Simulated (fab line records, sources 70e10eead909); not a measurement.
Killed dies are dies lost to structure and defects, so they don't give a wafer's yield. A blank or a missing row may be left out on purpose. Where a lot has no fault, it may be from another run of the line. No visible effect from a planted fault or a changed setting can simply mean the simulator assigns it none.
fab line records ; flow nandHarc
record: lots: 12; wafers: 36; lastDay: 27
route steps=1159 shown P_CONTACT@232 END@1159
lots that met no fault: taken from a fault-free run of the same line
startH: the number of hours between the record's first day and the start of the first shown wafer of the lot ; waitH: time in hours since the lot's previous step ; " identical to the entry in the row above ; L1.1+2: a single row standing in for several wafers ; - no value, or no start was given ; * or withheld: withheld ; < > ~ a bound
route shown NAME@n: NAME is a module with steps in the file, n the number in the route of the first one ; usual: mean/standard deviation of fault-free wafers ; same: alike in all rows ; chamber/n: place in a boat ; sites: the reading at each site ; _std_site: the values' standard deviation ; _edge_site: mean of outer sites minus mean of inner sites ; radiusMm: for every site, how far away it sits from the centre of the wafer ; mask NAME#n: copy n ; behind: the tool/chamber that last shaped the wafer ; hold: cause of the lot's hold/its duration in hours/its outcome ; device: whichever transistor did not switch (one of n, p or np) ; end of line: tests of these same wafers at the route's end ; a step without rows: its recipe alone ; killed: count of dies lost to structure and defects at first sort (not the wafer's yield) ; map: the dies of a wafer, with x for killed, . for not killed, _ for no die there
set.NAME: setting as actually run; set.NAME@STEP: the setting as run at that earlier step ; model.NAME: the simulator's own value behind a step, which no gauge read
steps of the route over a sample of lots; a table a step, a row a wafer
services: when a tool's chamber went out of use (startH, in hours from the record's first day, below 0 if earlier), for how many hours, and the reason
== steps ==
step: NHARC_P_CONTACT_CD_MEAS_12
recipe: targetCdNm: 90; landingEnergyEv: 500
usual: cdNm: 89.7/0.53
lot.wafer;tool;chamber;startH;waitH;cdNm
L385.1;cdSem-01;0;98.67;-;89.8
L385.5;cdSem-01;0;98.67;-;89.1
L385.6;cdSem-01;0;98.67;-;89.3
L387.1;cdSem-02;0;118.77;-;89.5
L387.3;cdSem-02;0;118.77;-;89.5
L387.4;cdSem-02;0;118.77;-;89.0
L389.1;cdSem-02;0;132.38;-;89.2
L389.4;cdSem-02;0;132.38;-;89.9
L389.5;cdSem-02;0;132.38;-;90.2
L390.4;cdSem-01;0;140.64;-;88.7
L390.5;cdSem-01;0;140.64;-;89.3
L390.6;cdSem-01;0;140.64;-;89.5
L391.1;cdSem-03;0;150.23;-;90.1
L391.2;cdSem-03;0;150.23;-;89.5
L391.4;cdSem-03;0;150.23;-;89.6
L393.2;cdSem-01;0;151.87;-;90.1
L393.4;cdSem-01;0;151.87;-;89.7
L393.6;cdSem-01;0;151.87;-;89.2
L397.2;cdSem-03;0;191.99;-;89.9
L397.4;cdSem-03;0;191.99;-;89.5
L397.6;cdSem-03;0;191.99;-;89.6
L398.4;cdSem-02;0;197.59;-;90.2
L398.5;cdSem-02;0;197.59;-;89.9
L398.6;cdSem-02;0;197.59;-;90.3
L404.1;cdSem-01;0;230.71;-;89.9
L404.2;cdSem-01;0;230.71;-;89.6
L404.5;cdSem-01;0;230.71;-;90.1
L406.1;cdSem-01;0;238.08;-;89.8
L406.2;cdSem-01;0;238.08;-;90.1
L406.6;cdSem-01;0;238.08;-;90.4
L407.2;cdSem-01;0;240.44;-;88.6
L407.5;cdSem-01;0;240.44;-;89.1
L407.6;cdSem-01;0;240.44;-;88.7
L408.3;cdSem-01;0;257.33;-;90.0
L408.4;cdSem-01;0;257.33;-;90.5
L408.6;cdSem-01;0;257.33;-;90.3
step: NHARC_P_CONTACT_INSPECT_14
usual: rawDefectCount: 2.9/1.8
lot.wafer;tool;chamber;startH;waitH;rawDefectCount
L385.1;defectInspect-01;-;98.79;0.0;5
L385.5;defectInspect-01;-;98.79;0.0;5
L385.6;defectInspect-01;-;98.79;0.0;2
L387.1;defectInspect-02;-;118.90;0.0;3
L387.3;defectInspect-02;-;118.90;0.0;4
L387.4;defectInspect-02;-;118.90;0.0;4
L389.1;defectInspect-01;-;132.51;0.0;2
L389.4;defectInspect-01;-;132.51;0.0;2
L389.5;defectInspect-01;-;132.51;0.0;4
L390.4;defectInspect-01;-;140.76;0.0;3
L390.5;defectInspect-01;-;140.76;0.0;2
L390.6;defectInspect-01;-;140.76;0.0;2
L391.1;defectInspect-02;-;150.36;0.0;2
L391.2;defectInspect-02;-;150.36;0.0;4
L391.4;defectInspect-02;-;150.36;0.0;0
L393.2;defectInspect-01;-;152.00;0.0;4
L393.4;defectInspect-01;-;152.00;0.0;5
L393.6;defectInspect-01;-;152.00;0.0;3
L397.2;defectInspect-01;-;192.12;0.0;2
L397.4;defectInspect-01;-;192.12;0.0;4
L397.6;defectInspect-01;-;192.12;0.0;1
L398.4;defectInspect-01;-;197.71;0.0;6
L398.5;defectInspect-01;-;197.71;0.0;3
L398.6;defectInspect-01;-;197.71;0.0;2
L404.1;defectInspect-02;-;230.84;0.0;2
L404.2;defectInspect-02;-;230.84;0.0;2
L404.5;defectInspect-02;-;230.84;0.0;4
L406.1;defectInspect-01;-;238.21;0.0;5
L406.2;defectInspect-01;-;238.21;0.0;4
L406.6;defectInspect-01;-;238.21;0.0;2
L407.2;defectInspect-02;-;240.57;0.0;3
L407.5;defectInspect-02;-;240.57;0.0;2
L407.6;defectInspect-02;-;240.57;0.0;3
L408.3;defectInspect-01;-;257.45;0.0;9
L408.4;defectInspect-01;-;257.45;0.0;2
L408.6;defectInspect-01;-;257.45;0.0;6
step: NHARC_P_CONTACT_ETCH_36
recipe: targetDepthA: 2600; overEtchFrac: 0.25; timeS: 406.25; ionEnergyEv: 200; n2FlowSccm: 150; h2FlowSccm: 150; arFlowSccm: 0; rfW: 400; biasW: 150; chemistry: N2/H2
usual: biasW: 150.0/0.41; chamberPressureMTorr: 30.000/0.028; drypumpMotorCurrentA: 5.5/0.33; oesProductAu: 0.997/0.0079; rfFwdPowerW: 399.3/1.3; rfVppV: 431.7/2.9; showerheadPlenumPTorr: 2.08/0.11; throttleValvePct: 14.172/0.0096
lot.wafer;tool;chamber;startH;waitH;biasW;chamberPressureMTorr;drypumpMotorCurrentA;oesProductAu;rfFwdPowerW;rfHoursCounterH;rfVppV;showerheadPlenumPTorr;throttleValvePct
L385.1;rieDiel-09;3;99.09;-;150.2;29.985;5.3;1.009;400.9;4;431.0;2.08;14.177
L385.6;rieDiel-09;1;99.09;-;150.8;29.971;5.4;0.998;399.1;-;427.3;1.90;14.188
L385.5;rieDiel-09;2;99.09;-;149.5;30.040;5.3;0.991;398.1;-;432.3;2.08;14.177
L387.3;rieDiel-09;1;119.14;-;150.0;30.013;5.4;0.986;399.0;15;426.5;1.89;14.178
L387.4;rieDiel-09;3;119.14;-;149.8;29.978;5.2;1.003;399.6;13;433.2;2.08;14.188
L387.1;rieDiel-09;0;119.14;-;149.2;30.039;4.8;0.979;397.6;14;428.5;1.95;14.165
L389.4;rieDiel-06;1;132.77;-;149.5;30.002;6.1;0.989;397.5;7;435.4;2.20;14.169
L389.1;rieDiel-06;3;132.77;-;149.6;29.946;5.1;0.988;399.0;7;433.1;2.19;14.159
L389.5;rieDiel-06;0;132.77;-;150.3;29.997;5.8;0.990;397.4;-;427.2;1.90;14.168
L390.4;rieDiel-08;1;141.09;-;149.6;29.962;5.2;0.993;399.7;0;432.9;2.09;14.173
L390.5;rieDiel-08;2;141.09;-;150.4;30.015;5.9;0.990;399.9;-;435.2;2.19;14.166
L390.6;rieDiel-08;3;141.09;-;150.3;29.986;5.5;0.999;398.1;-;432.5;2.12;14.163
L391.1;rieDiel-08;2;150.63;-;149.3;30.035;5.9;0.999;398.9;2;435.1;2.19;14.177
L391.4;rieDiel-08;3;150.63;-;149.6;29.984;5.5;0.998;399.5;2;431.6;2.11;14.189
L391.2;rieDiel-08;0;150.63;-;149.8;30.029;5.3;0.998;397.6;2;430.5;2.02;14.165
L393.2;rieDiel-08;1;152.26;-;150.7;29.997;5.2;1.005;400.5;2;431.4;2.09;14.168
L393.4;rieDiel-08;3;152.26;-;149.2;29.971;5.5;0.986;400.3;2;431.9;2.12;14.164
L393.6;rieDiel-08;1;152.26;-;150.5;30.023;5.2;0.994;397.9;-;432.1;2.09;14.172
L397.2;rieDiel-06;3;192.38;-;-;-;-;-;-;-;-;-;-
L397.6;rieDiel-06;3;192.38;-;-;-;-;-;-;-;-;-;-
L397.4;rieDiel-06;0;192.38;-;-;-;-;-;-;-;-;-;-
L398.4;rieDiel-08;2;197.94;-;-;-;-;-;-;-;-;-;-
L398.6;rieDiel-08;2;197.94;-;-;-;-;-;-;-;-;-;-
L398.5;rieDiel-08;3;197.94;-;-;-;-;-;-;-;-;-;-
L404.1;rieDiel-06;3;231.07;-;150.1;30.058;5.1;1.004;398.5;19;435.2;2.18;14.170
L404.2;rieDiel-06;1;231.07;-;150.0;29.986;6.1;1.002;400.7;14;434.3;2.20;14.186
L404.5;rieDiel-06;0;231.07;-;149.5;30.000;5.8;0.991;398.8;-;425.7;1.89;14.171
L406.1;rieDiel-06;0;238.50;-;150.0;29.955;5.8;0.989;400.3;19;426.5;1.89;14.170
L406.2;rieDiel-06;1;238.50;-;149.9;29.977;6.1;1.007;399.0;14;434.5;2.20;14.162
L406.6;rieDiel-06;2;238.50;-;150.3;30.039;5.6;0.996;399.9;-;430.5;2.03;14.159
L407.2;rieDiel-06;0;240.82;-;150.5;30.039;5.8;0.981;398.7;19;426.6;1.89;14.158
L407.5;rieDiel-06;0;240.82;-;150.4;29.987;5.8;0.997;399.3;-;426.9;1.89;14.180
L407.6;rieDiel-06;1;240.82;-;149.4;30.005;6.1;1.009;400.2;-;434.4;2.20;14.172
L408.4;rieDiel-06;0;257.72;-;151.0;29.979;5.8;1.002;399.9;1;426.1;1.89;14.154
L408.3;rieDiel-06;1;257.72;-;150.5;29.984;6.1;1.005;397.6;1;433.0;2.20;14.169
L408.6;rieDiel-06;0;257.72;-;150.1;29.961;5.8;1.002;398.8;-;426.4;1.89;14.173
step: NHARC_P_CONTACT_STRIP_28
recipe: o2FlowSccm: 500; arFlowSccm: 0; biasW: 0; chemistry: O2
usual: drypumpMotorCurrentA: 5.6/0.33; o2FlowSccm: 500.1/1.5; oesProductAu: 0.998/0.007; rfVppV: 58.1/0.95; showerheadPlenumPTorr: 3.59/0.16; throttleValvePct: 17.037/0.0091
lot.wafer;tool;chamber;startH;waitH;drypumpMotorCurrentA;o2FlowSccm;oesProductAu;rfHoursCounterH;rfVppV;showerheadPlenumPTorr;throttleValvePct
L385.1;rieDiel-06;0;99.84;0.1;5.8;500.8;0.997;3;56.2;3.30;17.034
L385.5;rieDiel-06;1;99.84;0.1;6.1;502.7;1.012;-;58.2;3.78;17.024
L385.6;rieDiel-06;2;99.84;0.1;5.6;499.6;0.994;-;57.2;3.53;17.041
L387.3;rieDiel-06;2;119.99;0.1;5.6;501.8;0.989;6;58.9;3.53;17.052
L387.4;rieDiel-06;3;119.99;0.1;5.2;499.5;0.995;6;58.1;3.76;17.036
L387.1;rieDiel-06;0;119.99;0.1;5.8;501.6;0.997;6;58.7;3.30;17.040
L389.1;rieDiel-06;1;133.53;0.1;6.1;503.6;1.007;7;59.3;3.78;17.045
L389.4;rieDiel-06;3;133.53;0.1;5.2;501.4;0.995;7;58.8;3.76;17.035
L389.5;rieDiel-06;0;133.53;0.1;5.8;499.2;1.001;-;58.9;3.30;17.035
L390.4;rieDiel-06;2;141.77;0.1;5.6;498.3;0.991;8;56.8;3.52;17.045
L390.6;rieDiel-06;2;141.77;0.1;5.6;498.8;0.988;-;57.9;3.52;17.043
L390.5;rieDiel-06;3;141.77;0.1;5.2;497.3;0.996;-;58.7;3.76;17.036
L391.2;rieDiel-06;1;151.37;0.1;6.1;501.9;0.997;8;57.9;3.78;17.028
L391.1;rieDiel-06;2;151.37;0.1;5.6;500.9;0.992;9;58.1;3.52;17.037
L391.4;rieDiel-06;3;151.37;0.1;5.2;500.1;0.999;9;59.5;3.76;17.024
L393.2;rieDiel-08;0;153.04;0.1;5.3;499.2;0.997;2;58.4;3.50;17.034
L393.4;rieDiel-08;1;153.04;0.1;5.2;501.7;1.006;2;58.7;3.61;17.033
L393.6;rieDiel-08;3;153.04;0.1;5.5;500.2;0.992;-;57.9;3.65;17.032
L397.4;rieDiel-08;0;193.29;0.1;5.3;503.5;1.002;6;58.5;3.50;17.042
L397.2;rieDiel-08;2;193.29;0.1;5.9;502.5;0.996;6;59.0;3.76;17.028
L397.6;rieDiel-08;3;193.29;0.1;5.5;498.6;0.990;-;58.7;3.64;17.042
L398.4;rieDiel-08;2;198.74;0.1;5.9;500.4;0.998;7;58.0;3.76;17.034
L398.6;rieDiel-08;1;198.74;0.1;5.2;498.1;1.002;-;57.2;3.61;17.029
L398.5;rieDiel-08;2;198.74;0.1;5.9;502.5;0.991;-;59.4;3.76;17.021
L404.2;rieDiel-06;0;231.84;0.1;5.9;501.2;0.998;18;56.5;3.30;17.022
L404.1;rieDiel-06;2;231.84;0.1;5.6;498.1;0.999;17;57.9;3.52;17.039
L404.5;rieDiel-06;1;231.84;0.1;6.1;501.7;1.002;-;58.3;3.77;17.052
L406.2;rieDiel-06;1;239.21;0.1;6.1;498.9;1.006;15;57.4;3.77;17.048
L406.1;rieDiel-06;2;239.21;0.1;5.6;500.6;0.994;17;56.4;3.52;17.042
L406.6;rieDiel-06;2;239.21;0.1;5.6;499.9;0.990;-;57.2;3.52;17.021
L407.2;rieDiel-08;3;241.64;0.1;5.5;502.7;1.004;11;58.1;3.64;17.033
L407.6;rieDiel-08;0;241.64;0.1;5.3;499.3;0.996;-;57.2;3.49;17.035
L407.5;rieDiel-08;1;241.64;0.1;5.2;502.6;1.006;-;58.0;3.61;17.027
L408.3;rieDiel-06;0;258.52;0.1;5.8;500.1;1.001;1;56.4;3.29;17.033
L408.4;rieDiel-06;3;258.52;0.1;5.2;500.8;0.995;-;59.4;3.75;17.046
L408.6;rieDiel-06;0;258.52;0.1;5.8;500.7;1.007;-;57.1;3.29;17.042
step: NHARC_END_SORT_01
recipe: tempC: 25
usual: killedAtArray: 28/11; killedAtOther: 0.9/1.2; killedAtPeriphery: 2.6/2.1; killedDies: 31/11; killedOpen: 3.1/1.7; killedShort: 1.9/1.3
same: grossDies: 677
lot.wafer;tool;chamber;startH;waitH;killedAtArray;killedAtOther;killedAtPeriphery;killedDies;killedOpen;killedShort
L397.2;prober-01;0;594.39;2.8;19;0;658;677;1;2
L397.4;prober-01;0;596.01;3.4;29;0;648;677;3;1
L397.6;prober-01;0;597.62;4.0;19;0;658;677;3;1
L398.4;prober-01;0;603.90;3.4;33;5;639;677;5;4
L398.5;prober-01;0;604.71;3.7;27;1;649;677;2;0
L398.6;prober-01;0;605.52;4.0;22;3;652;677;3;2
killed by level:class
L397.2 P_CONTACT:areaEtch=655 A_SLIT:chamberFilmFlake=10 A_CHANNEL_HOLE_D1:chamberFilmFlake=4 A_WL_FILL:geometricParticle:short=2 P_STI:geometricParticle:open=1 P_ZERO_WELL:chamberFilmFlake=1 P_GATE:chamberFilmFlake=1 A_STAIRCASE:chamberFilmFlake=1
L397.4 P_CONTACT:areaEtch=646 A_SLIT:chamberFilmFlake=12 A_CHANNEL_HOLE_D1:chamberFilmFlake=5 A_CHANNEL_FILL_D1:chamberFilmFlake=3 A_CONTACT:geometricParticle:open=2 A_WL_FILL:chamberFilmFlake=2 A_CONTACT:chamberFilmFlake=2 A_M0:geometricParticle:short=1
L397.6 P_CONTACT:areaEtch=656 A_SLIT:chamberFilmFlake=8 A_CHANNEL_HOLE_D1:chamberFilmFlake=4 A_WL_FILL:chamberFilmFlake=3 P_CONTACT:geometricParticle:open=1 A_ONON_D1:geometricParticle:short=1 A_ONON_D1:geometricParticle:open=1 A_CHANNEL_FILL_D1:geometricParticle:open=1
L398.4 P_CONTACT:areaEtch=635 A_CHANNEL_HOLE_D1:chamberFilmFlake=18 A_M1:chamberFilmFlake=6 A_WL_FILL:geometricParticle:short=3 THIN_TSV:chamberFilmFlake=3 A_ONON_D1:geometricParticle:open=2 P_M1:chamberFilmFlake=2 A_STAIRCASE:chamberFilmFlake=2
L398.5 P_CONTACT:areaEtch=645 A_CHANNEL_HOLE_D1:chamberFilmFlake=18 P_M1:chamberFilmFlake=3 A_M1:chamberFilmFlake=3 A_CONTACT:chamberFilmFlake=2 A_SGD_CUT:geometricParticle:open=1 A_WL_FILL:geometricParticle:open=1 P_ZERO_WELL:chamberFilmFlake=1
L398.6 P_CONTACT:areaEtch=645 A_CHANNEL_HOLE_D1:chamberFilmFlake=15 P_M1:chamberFilmFlake=5 THIN_TSV:chamberFilmFlake=3 A_M1:chamberFilmFlake=2 P_M0:geometricParticle:short=1 P_M1:geometricParticle:open=1 A_ONON_D1:geometricParticle:open=1
== services ==
tool;chamber;startH;hours;kind
rieDiel-09;-;77.15;9.0;pm
rieDiel-08;2;87.94;8.7;repair
rieDiel-08;3;96.93;9.8;repair
rieDiel-06;0;97.78;-;clean
rieDiel-06;1;97.78;-;clean
rieDiel-06;2;97.78;-;clean
rieDiel-06;3;97.78;-;clean
rieDiel-06;0;122.28;-;clean
rieDiel-06;1;122.28;-;clean
rieDiel-06;2;122.28;-;clean
rieDiel-06;3;122.28;-;clean
rieDiel-08;-;124.84;9.0;pm
rieDiel-09;1;136.78;2.4;repair
rieDiel-06;0;146.78;-;clean
rieDiel-06;1;146.78;-;clean
rieDiel-06;2;146.78;-;clean
rieDiel-08;-;159.65;0.1;repair
rieDiel-06;2;165.20;3.2;repair
rieDiel-06;2;169.35;5.5;repair
rieDiel-06;1;183.93;2.6;repair
rieDiel-06;1;190.50;16.4;repair
rieDiel-06;-;241.28;9.0;pm
rieDiel-06;-;251.75;0.6;repair
rieDiel-09;-;254.15;9.0;pm
== key ==
firstSign: step: NHARC_P_CONTACT_ETCH_36; reading: toolRecord; direction: missing
effect: step: NHARC_END_SORT_01; reading: killedAtPeriphery; direction: up; sigmas: 99+; usual: 2.6; struck: 650.7
moreKillsBornAt: NHARC_P_CONTACT_ETCH_36@rieDiel-06: 1957; NHARC_P_CONTACT_ETCH_36@rieDiel-08: 1925
metAt NHARC_P_CONTACT_ETCH_36
struckLots L397,L398
laterRowsLeftOut L397.2,L397.4,L397.6,L398.4,L398.5,L398.6
testerLeftOut L397,L398
notActingAt NHARC_P_CONTACT_CD_MEAS_12,NHARC_P_CONTACT_INSPECT_14,NHARC_P_CONTACT_STRIP_28
onsetBetween 152.26 192.38
fault: kind: skippedStepWhole; tool: rieDiel-06,rieDiel-08; chamber: -; onsetH: 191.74; steps: NHARC_P_CONTACT_ETCH_36; scope: struckLotsOnly
testerLeftOut: of these lots the tester's yield and bins aren't shown, on N5 and GAA mostly nor the transistor test; their killed dies are dies lost to structure and defects alone, not to doping, threshold or leakage, so they don't give the yield
laterRowsLeftOut: the simulator's readings of these wafers behind a module that went badly wrong aren't trusted and aren't shown, but for the sort
